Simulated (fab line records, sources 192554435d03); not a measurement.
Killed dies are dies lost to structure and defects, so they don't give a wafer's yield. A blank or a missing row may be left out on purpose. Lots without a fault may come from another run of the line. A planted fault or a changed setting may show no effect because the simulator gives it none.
Split-lot experiment | flow n5_finfet | 7 lots, 21 wafers read, on a route of 1938 steps

THE SPLIT
At N5_BEOL_M11_COAT_63 (time 60 s, resist thk 100 nm), the setting spin_rpm was moved away from the recipe's 1500 rpm on 7 of the 21 wafers read, by -9.3% to +9.4%. The other wafers ran this setting at the recipe's value.

FROM THE SPLIT TO THE READING: what the file shows between them, 6 steps
- N5_BEOL_M11_COAT_64: time 60 s, resist thk 30 nm
- N5_BEOL_M11_COAT_22: resist thk 90 nm
- N5_BEOL_M11_DESCUM_33: chemistry O2, time 7.9 s
- N5_BEOL_M11_ETCH_65: etches SiARC in CF4, target depth 39 nm, time 65 s
- N5_BEOL_M11_ETCH_66: etches SOC in N2/H2, target depth 120 nm, overetch 24 nm, time 180 s
- N5_BEOL_M11_STRIP_69: strips in N2/H2

THE READING
SOC_of_BEOL_M11_COAT_63.thk_nm (the simulator's own value, which no gauge read), in nm, at N5_BEOL_M11_VIA_ETCH_34 (etches SiCOH lowk in C4F6/O2, target depth 184.5 nm, time 69.2 s). The file gives no usual value for it. The 14 wafers here that ran the recipe average 92.3 nm, standard deviation 0.27 nm.

wafer  | tool, chamber at the split | spin_rpm as run, rpm | against the recipe | SOC_of_BEOL_M11_COAT_63.thk_nm, nm | against lot-mates on the recipe
L074.1 | litho_track-03, 0          | 1500                 | recipe             | 92.4                               | -
L074.2 | litho_track-03, 0          | 1500                 | recipe             | 92.2                               | -
L074.6 | litho_track-03, 0          | 1585                 | +5.7%              | 89.8                               | -2.5
L078.2 | litho_track-04, 0          | 1451                 | -3.3%              | 94.4                               | +1.8
L078.3 | litho_track-04, 0          | 1500                 | recipe             | 92.6                               | -
L078.4 | litho_track-04, 0          | 1451                 | -3.3%              | 94.2                               | +1.6
L080.1 | litho_track-03, 0          | 1500                 | recipe             | 91.8                               | -
L080.3 | litho_track-03, 0          | 1500                 | recipe             | 92.4                               | -
L080.4 | litho_track-03, 0          | 1500                 | recipe             | 92.2                               | -
L081.2 | litho_track-04, 0          | 1641                 | +9.4%              | 87.4                               | -5.0
L081.4 | litho_track-04, 0          | 1500                 | recipe             | 92                                 | -
L081.5 | litho_track-04, 0          | 1500                 | recipe             | 92.8                               | -
L091.2 | litho_track-02, 0          | 1360                 | -9.3%              | 97.6                               | +5.2
L091.4 | litho_track-02, 0          | 1500                 | recipe             | 92.4                               | -
L091.5 | litho_track-02, 0          | 1500                 | recipe             | 92.4                               | -
L093.1 | litho_track-03, 0          | 1607                 | +7.1%              | 88.6                               | -3.4
L093.2 | litho_track-03, 0          | 1500                 | recipe             | 92.2                               | -
L093.4 | litho_track-03, 0          | 1500                 | recipe             | 91.8                               | -
L089.1 | litho_track-04, 0          | 1449                 | -3.4%              | 93.6                               | +1.2
L089.2 | litho_track-04, 0          | 1500                 | recipe             | 92.4                               | -
L089.3 | litho_track-04, 0          | 1500                 | recipe             | 92.4                               | -

THE FIT
A straight line over all 21 wafers: SOC_of_BEOL_M11_COAT_63.thk_nm changes by -0.527 nm for each +1% of spin_rpm; r = -0.99; the points scatter about the line by 0.31 nm.
The same after taking each lot's own level away (the mean of its wafers on the recipe; 21 wafers): -0.512 nm for each +1%; r = -0.99; scatter 0.27 nm.
On that fit, the largest move of spin_rpm shifts the reading by 4.8 nm.
The lots' own levels span 92.00 to 92.60 nm, that is 2.2 times the standard deviation above.
So the lot-to-lot level changes the slope little: the two slopes agree.
Check: with one of the wafers moved furthest among these (+9.4%) left out of the fit, the line predicts -4.69 nm for it against its lot-mates. It came out at -5 nm against them.

OTHER SPLITS ON THESE WAFERS
These wafers also went through other splits before the reading. Each is held against what the fit with the lots' levels taken away leaves over:
other split on the same wafers | wafers away from the commonest value | r with SOC_of_BEOL_M11_COAT_63.thk_nm (lot level and that fit taken away)
N5_BEOL_M9_EXPOSE_25 dose_mj   | 6                                    | -0.04
N5_BEOL_M11_ILD_DEP_00 time_s  | 7                                    | +0.18
N5_BEOL_M11_PECVD_70 time_s    | 8                                    | -0.18
N5_BEOL_M11_ETCH_62 time_s     | 8                                    | -0.23

THE WHOLE CHAIN: every reading that the file lists as answering this split, in the file's order
step                    | what it does                                                         | reading                                                                         | change (the file's fit)               | r (the file's)
N5_BEOL_M11_COAT_63     | time 60 s, resist thk 100 nm                                         | SOC_of_BEOL_M11_COAT_63.thk_nm (the simulator's own value, which no gauge read) | -0.496 nm for each +1% of the setting | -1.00
N5_BEOL_M11_ETCH_66     | etches SOC in N2/H2, target depth 120 nm, overetch 24 nm, time 180 s | etch.depth_nm (the simulator's own value, which no gauge read)                  | -0.499 nm for each +1% of the setting | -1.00
N5_BEOL_M11_VIA_ETCH_34 | etches SiCOH lowk in C4F6/O2, target depth 184.5 nm, time 69.2 s     | SOC_of_BEOL_M11_COAT_63.thk_nm (the simulator's own value, which no gauge read) | -0.512 nm for each +1% of the setting | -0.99

THE FILE'S OWN FIT
SOC_of_BEOL_M11_COAT_63.thk_nm changes by -0.512 nm for each +1% of spin_rpm, r = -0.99.
